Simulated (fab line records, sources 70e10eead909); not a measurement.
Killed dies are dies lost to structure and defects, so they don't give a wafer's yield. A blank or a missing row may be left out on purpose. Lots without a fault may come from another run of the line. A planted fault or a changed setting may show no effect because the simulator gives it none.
fab line records | flow nand_harc
record lots=6 wafers=18 last_day=25
route steps=1159 shown A_SOURCE_PLATE@416 A_ONON_D1@424 END@1159
lots that met no fault: from a run of the same line without faults
start_h: hours from the record's first day to the start of the lot's first wafer shown | wait_h: hours since the lot's step before | " the same as in the row above | L1.1+2: a row that stands for several wafers | - no value, or no start given | * or withheld: withheld | < > ~ a bound
route shown NAME@n: a module of which the file shows steps, and the number in the route of the first | usual: mean/standard deviation of fault-free wafers | same: alike in all rows | chamber/n: place in a boat | sites: the reading at each site | _std_site: their standard deviation | _edge_site: outer sites' mean less inner sites' | radius_mm: how far each site lies from the wafer's centre | mask NAME#n: copy n | behind: the tool/chamber that last shaped the wafer | hold: why the lot was held/for how many hours/how that ended | device: the transistor (n, p or np) that didn't switch | end of line: the same wafers' tests at the end of the route | a step without rows: its recipe alone | killed: dies lost to structure and defects at the first sort, not the wafer's yield | map: a wafer's dies, x killed, . not, _ none there
set.NAME: the setting as run; set.NAME@STEP: as run at that earlier step | model.NAME: the simulator's own value behind a step, which no gauge read
lots at some steps of the route; a table a step, a row a wafer
services: from which hour (start_h, from the record's first day; less than 0 if before it) a tool's chamber was out of use, for how many hours, and why
## steps
# step NHARC_A_SOURCE_PLATE_THK_MEAS_09
# recipe thk_meas_gauge=ellipsometry
# usual thk_nm=9.7/1.1
# columns lot.wafer tool chamber start_h wait_h thk_nm
L317.3 film_metro-01 - 152.61 0.4 9.1
L317.4 " - " " 9.7
L317.5 " - " " 9.7
L321.1 film_metro-01 - 175.44 0.4 10.0
L321.2 " - " " 11.7
L321.3 " - " " 8.0
L333.2 film_metro-01 - 248.60 0.4 9.9
L333.3 " - " " 9.7
L333.6 " - " " 9.2
L334.2 film_metro-01 - 253.11 0.4 10.7
L334.4 " - " " 10.2
L334.6 " - " " 11.5
L335.1 film_metro-02 - 264.76 0.4 8.0
L335.4 " - " " 10.8
L335.5 " - " " 10.7
L336.1 film_metro-01 - 264.76 0.4 8.4
L336.3 " - " " 9.6
L336.6 " - " " 9.4
# step NHARC_A_SOURCE_PLATE_PVD_04
# recipe target_thk_a=500 material=WSi2
# step NHARC_A_SOURCE_PLATE_CVD_03
# recipe target_thk_a=2000 temp_c=620 pressure_mtorr=200 time_s=4000 material=poly-Si
# step NHARC_A_SOURCE_PLATE_ANNEAL_05
# recipe temp_c=850 time_s=1800
# step NHARC_A_SOURCE_PLATE_THK_MEAS_06
# recipe thk_meas_gauge=ellipsometry
# usual thk_nm=200.2/2.1
# columns lot.wafer tool chamber start_h wait_h thk_nm
L317.3 film_metro-02 - 166.50 0.4 200.5
L317.4 " - " " 201.9
L317.5 " - " " 199.6
L321.1 film_metro-01 - 189.31 0.4 199.3
L321.2 " - " " 200.0
L321.3 " - " " 197.4
L333.2 film_metro-01 - 261.66 0.4 203.1
L333.3 " - " " 205.9
L333.6 " - " " 205.3
L334.2 film_metro-01 - 266.19 0.4 198.3
L334.4 " - " " 200.4
L334.6 " - " " 198.0
L335.1 film_metro-01 - 277.57 0.4 198.2
L335.4 " - " " 196.8
L335.5 " - " " 200.0
L336.1 film_metro-02 - 277.57 0.4 201.1
L336.3 " - " " 203.9
L336.6 " - " " 200.8
# step NHARC_A_SOURCE_PLATE_INSPECT_08
# usual raw_defect_count=63/24
# columns lot.wafer tool chamber start_h wait_h raw_defect_count
L317.3 defect_inspect-01 - 166.56 0.0 65
L317.4 " - " " 58
L317.5 " - " " 71
L321.1 defect_inspect-02 - 189.38 0.0 86
L321.2 " - " " 63
L321.3 " - " " 95
L333.2 defect_inspect-01 - 261.75 0.0 44
L333.3 " - " " 49
L333.6 " - " " 39
L334.2 defect_inspect-02 - 266.25 0.0 71
L334.4 " - " " 43
L334.6 " - " " 87
L335.1 defect_inspect-01 - 277.64 0.0 64
L335.4 " - " " 50
L335.5 " - " " 76
L336.1 defect_inspect-01 - 277.66 0.0 140
L336.3 " - " " 23
L336.6 " - " " 37
# step NHARC_A_ONON_D1_DEP_00
# recipe target_thk_a=10000 n2_flow_sccm=2750 n2o_flow_sccm=2000 nh3_flow_sccm=500 sih4_flow_sccm=210 temp_c=400
# step NHARC_A_ONON_D1_THK_MEAS_02
# recipe thk_meas_gauge=ellipsometry
# usual thk_nm=998/7.8
# columns lot.wafer tool chamber start_h wait_h thk_nm
L317.3 film_metro-02 - 167.14 - 1004
L317.4 " - " " 1005
L317.5 " - " " 1003
L321.1 film_metro-01 - 190.12 - 1009
L321.2 " - " " 1009
L321.3 " - " " 1010
L333.2 film_metro-02 - 262.43 - 997
L333.3 " - " " 997
L333.6 " - " " 996
L334.2 film_metro-01 - 266.83 - 1003
L334.4 " - " " 1004
L334.6 " - " " 1004
L335.1 film_metro-02 - 278.21 - 998
L335.4 " - " " 998
L335.5 " - " " 999
L336.1 film_metro-01 - 278.24 - 992
L336.3 " - " " 993
L336.6 " - " " 993
# step NHARC_A_ONON_D1_DEP_03
# recipe target_thk_a=10000 n2_flow_sccm=2750 n2o_flow_sccm=2000 nh3_flow_sccm=500 sih4_flow_sccm=210 temp_c=400
# step NHARC_A_ONON_D1_THK_MEAS_05
# recipe thk_meas_gauge=ellipsometry
# usual thk_nm=999/7.1
# columns lot.wafer tool chamber start_h wait_h thk_nm
L317.3 film_metro-01 - 167.70 - 990
L317.4 " - " " 989
L317.5 " - " " 990
L321.1 film_metro-01 - 190.68 - 983
L321.2 " - " " 983
L321.3 " - " " 983
L333.2 film_metro-02 - 263.00 - 989
L333.3 " - " " 989
L333.6 " - " " 988
L334.2 film_metro-02 - 267.40 - 1006
L334.4 " - " " 1006
L334.6 " - " " 1004
L335.1 film_metro-01 - 278.79 - 1002
L335.4 " - " " 1003
L335.5 " - " " 1002
L336.1 film_metro-02 - 278.80 - 992
L336.3 " - " " 991
L336.6 " - " " 991
# step NHARC_A_ONON_D1_DEP_06
# recipe target_thk_a=10000 n2_flow_sccm=2750 n2o_flow_sccm=2000 nh3_flow_sccm=500 sih4_flow_sccm=210 temp_c=400
# columns lot.wafer tool chamber start_h wait_h
L317.3+4+5 pecvd_onon-02 0 167.88 0.2
L321.1+2+3 pecvd_onon-03 0 190.74 0.1
L333.2+3+6 pecvd_onon-01 0 263.11 0.1
L334.2+4+6 pecvd_onon-03 0 267.51 0.1
L335.1+4+5 pecvd_onon-03 0 278.84 0.1
L336.1+3+6 pecvd_onon-01 0 278.86 0.1
# step NHARC_A_ONON_D1_THK_MEAS_08
# recipe thk_meas_gauge=ellipsometry
# usual thk_nm=999/9.4
# columns lot.wafer tool chamber start_h wait_h hold thk_nm
L317.3 film_metro-01 - 168.27 - - 1004
L317.4 " - " " - 1006
L317.5 " - " " - 1005
L321.1 film_metro-01 - 191.24 - - 998
L321.2 " - " " - 995
L321.3 " - " " - 996
L333.2 film_metro-01 - 263.57 - - 998
L333.3 " - " " - 1001
L333.6 " - " " - 999
L334.2 film_metro-01 - 267.96 - await_dispo/0.2h/release 636
L334.4 " - " " await_dispo/0.2h/release 635
L334.6 " - " " await_dispo/0.2h/release 635
L334.2 film_metro-01 - 268.13 0.2 - 635
L334.4 " - " " - 635
L334.6 " - " " - 637
L335.1 film_metro-01 - 279.35 - await_dispo/0.2h/release 619
L335.4 " - " " await_dispo/0.2h/release 617
L335.5 " - " " await_dispo/0.2h/release 618
L335.1 film_metro-01 - 279.52 0.2 - 620
L335.4 " - " " - 619
L335.5 " - " " - 619
L336.1 film_metro-01 - 279.37 - - 998
L336.3 " - " " - 999
L336.6 " - " " - 1000
# step NHARC_END_SORT_01
# recipe temp_c=25
# usual killed_at_array=27/8.8 killed_at_other=0.4/0.82 killed_at_periphery=3.1/2.1 killed_dies=31/8.8 killed_open=3.3/2 killed_short=2.0/1.4
# same gross_dies=677
# columns lot.wafer tool chamber start_h wait_h killed_at_array killed_at_other killed_at_periphery killed_dies killed_open killed_short
L334.2 prober-02 0 554.61 2.8 666 2 9 677 3 1
L334.4 prober-02 0 556.19 3.4 667 2 8 677 2 3
L334.6 prober-02 0 557.77 3.9 672 0 5 677 5 1
L335.1 prober-01 0 593.60 2.5 672 0 5 677 2 2
L335.4 prober-01 0 595.98 3.4 672 0 5 677 2 4
L335.5 prober-01 0 596.78 3.7 675 0 2 677 3 1
# killed by level:class
L334.2 A_ONON_D1:area_dep=645 A_CHANNEL_HOLE_D1:chamber_film_flake=18 P_STI:chamber_film_flake=4 P_CONTACT:geometric_particle:open=2 P_M0:chamber_film_flake=2 THIN_TSV:chamber_film_flake=2 A_SOURCE_PLATE:geometric_particle:short=1 A_M0:geometric_particle:open=1
L334.4 A_ONON_D1:area_dep=647 A_CHANNEL_HOLE_D1:chamber_film_flake=16 P_STI:chamber_film_flake=4 A_CHANNEL_FILL_D1:geometric_particle:short=2 P_M0:chamber_film_flake=2 THIN_TSV:chamber_film_flake=2 P_M0:geometric_particle:open=1 A_ONON_D1:geometric_particle:open=1
L334.6 A_ONON_D1:area_dep=646 A_CHANNEL_HOLE_D1:chamber_film_flake=20 A_CONTACT:geometric_particle:open=2 P_STI:chamber_film_flake=2 P_M0:chamber_film_flake=2 P_M0:geometric_particle:open=1 A_ONON_D1:geometric_particle:short=1 A_ONON_D1:geometric_particle:open=1
L335.1 A_ONON_D1:area_dep=646 A_SLIT:chamber_film_flake=16 A_CHANNEL_FILL_D1:chamber_film_flake=4 P_STI:chamber_film_flake=2 P_M1:chamber_film_flake=2 A_STAIRCASE:chamber_film_flake=2 P_M2:geometric_particle:open=1 A_CHANNEL_HOLE_D1:geometric_particle:short=1
L335.4 A_ONON_D1:area_dep=638 A_SLIT:chamber_film_flake=13 A_CHANNEL_HOLE_D1:chamber_film_flake=5 A_CONTACT:chamber_film_flake=4 P_M1:chamber_film_flake=3 A_STAIRCASE:chamber_film_flake=3 A_WL_FILL:chamber_film_flake=3 A_ONON_D1:geometric_particle:short=2
L335.5 A_ONON_D1:area_dep=645 A_SLIT:chamber_film_flake=14 A_CHANNEL_HOLE_D1:chamber_film_flake=4 A_CONTACT:chamber_film_flake=4 A_WL_FILL:chamber_film_flake=3 P_M1:geometric_particle:short=1 A_ONON_D1:geometric_particle:open=1 A_CHANNEL_FILL_D1:geometric_particle:open=1
# map L334.2 (x killed, . not)
____________x____________
_________xxxxxxx_________
_______xxxxxxxxxxx_______
______xxxxxxxxxxxxx______
_____xxxxxxxxxxxxxxx_____
____xxxxxxxxxxxxxxxxx____
____xxxxxxxxxxxxxxxxx____
___xxxxxxxxxxxxxxxxxxx___
___xxxxxxxxxxxxxxxxxxx___
__xxxxxxxxxxxxxxxxxxxxx__
__xxxxxxxxxxxxxxxxxxxxx__
_xxxxxxxxxxxxxxxxxxxxxxx_
_xxxxxxxxxxxxxxxxxxxxxxx_
_xxxxxxxxxxxxxxxxxxxxxxx_
_xxxxxxxxxxxxxxxxxxxxxxx_
_xxxxxxxxxxxxxxxxxxxxxxx_
xxxxxxxxxxxxxxxxxxxxxxxxx
xxxxxxxxxxxxxxxxxxxxxxxxx
xxxxxxxxxxxxxxxxxxxxxxxxx
xxxxxxxxxxxxxxxxxxxxxxxxx
xxxxxxxxxxxxxxxxxxxxxxxxx
_xxxxxxxxxxxxxxxxxxxxxxx_
_xxxxxxxxxxxxxxxxxxxxxxx_
_xxxxxxxxxxxxxxxxxxxxxxx_
_xxxxxxxxxxxxxxxxxxxxxxx_
_xxxxxxxxxxxxxxxxxxxxxxx_
__xxxxxxxxxxxxxxxxxxxxx__
__xxxxxxxxxxxxxxxxxxxxx__
___xxxxxxxxxxxxxxxxxxx___
___xxxxxxxxxxxxxxxxxxx___
____xxxxxxxxxxxxxxxxx____
____xxxxxxxxxxxxxxxxx____
_____xxxxxxxxxxxxxxx_____
______xxxxxxxxxxxxx______
_______xxxxxxxxxxx_______
_________xxxxxxx_________
____________x____________
# map L335.1 (x killed, . not)
____________x____________
_________xxxxxxx_________
_______xxxxxxxxxxx_______
______xxxxxxxxxxxxx______
_____xxxxxxxxxxxxxxx_____
____xxxxxxxxxxxxxxxxx____
____xxxxxxxxxxxxxxxxx____
___xxxxxxxxxxxxxxxxxxx___
___xxxxxxxxxxxxxxxxxxx___
__xxxxxxxxxxxxxxxxxxxxx__
__xxxxxxxxxxxxxxxxxxxxx__
_xxxxxxxxxxxxxxxxxxxxxxx_
_xxxxxxxxxxxxxxxxxxxxxxx_
_xxxxxxxxxxxxxxxxxxxxxxx_
_xxxxxxxxxxxxxxxxxxxxxxx_
_xxxxxxxxxxxxxxxxxxxxxxx_
xxxxxxxxxxxxxxxxxxxxxxxxx
xxxxxxxxxxxxxxxxxxxxxxxxx
xxxxxxxxxxxxxxxxxxxxxxxxx
xxxxxxxxxxxxxxxxxxxxxxxxx
xxxxxxxxxxxxxxxxxxxxxxxxx
_xxxxxxxxxxxxxxxxxxxxxxx_
_xxxxxxxxxxxxxxxxxxxxxxx_
_xxxxxxxxxxxxxxxxxxxxxxx_
_xxxxxxxxxxxxxxxxxxxxxxx_
_xxxxxxxxxxxxxxxxxxxxxxx_
__xxxxxxxxxxxxxxxxxxxxx__
__xxxxxxxxxxxxxxxxxxxxx__
___xxxxxxxxxxxxxxxxxxx___
___xxxxxxxxxxxxxxxxxxx___
____xxxxxxxxxxxxxxxxx____
____xxxxxxxxxxxxxxxxx____
_____xxxxxxxxxxxxxxx_____
______xxxxxxxxxxxxx______
_______xxxxxxxxxxx_______
_________xxxxxxx_________
____________x____________
## services
# columns tool chamber start_h hours kind
pecvd_onon-03 - 153.11 13.0 pm
pecvd_onon-01 - 195.00 13.0 pm
pecvd_onon-03 - 246.56 2.9 repair
## key
first_sign step=NHARC_A_ONON_D1_THK_MEAS_08 reading=visit direction=added
effect step=NHARC_A_ONON_D1_THK_MEAS_08 reading=thk_nm direction=down sigmas=40 usual=999 struck=627
effect step=NHARC_END_SORT_01 reading=killed_dies direction=up sigmas=73 usual=31 struck=677
more_kills_born_at NHARC_A_ONON_D1_DEP_06@pecvd_onon-03=3867
met_at NHARC_A_ONON_D1_DEP_06
struck_wafers L334.2,L334.4,L334.6,L335.1,L335.4,L335.5
later_rows_left_out L334.2,L334.4,L334.6,L335.1,L335.4,L335.5
tester_left_out L334,L335
onset_between 190.74 267.51
fault kind=process_parameter_drift tool=pecvd_onon-03 chamber=0 onset_h=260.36 steps=NHARC_A_ONON_D1_DEP_06 channel=target_thk_a offset=* shape=step end_h=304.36 acts_in=* stated=*
# tester_left_out: of these lots the tester's yield and bins aren't shown, on N5 and GAA mostly nor the transistor test; their killed dies are dies lost to structure and defects alone, not to doping, threshold or leakage, so they don't give the yield
# later_rows_left_out: the simulator's readings of these wafers behind a module that went badly wrong aren't trusted and aren't shown, but for the sort
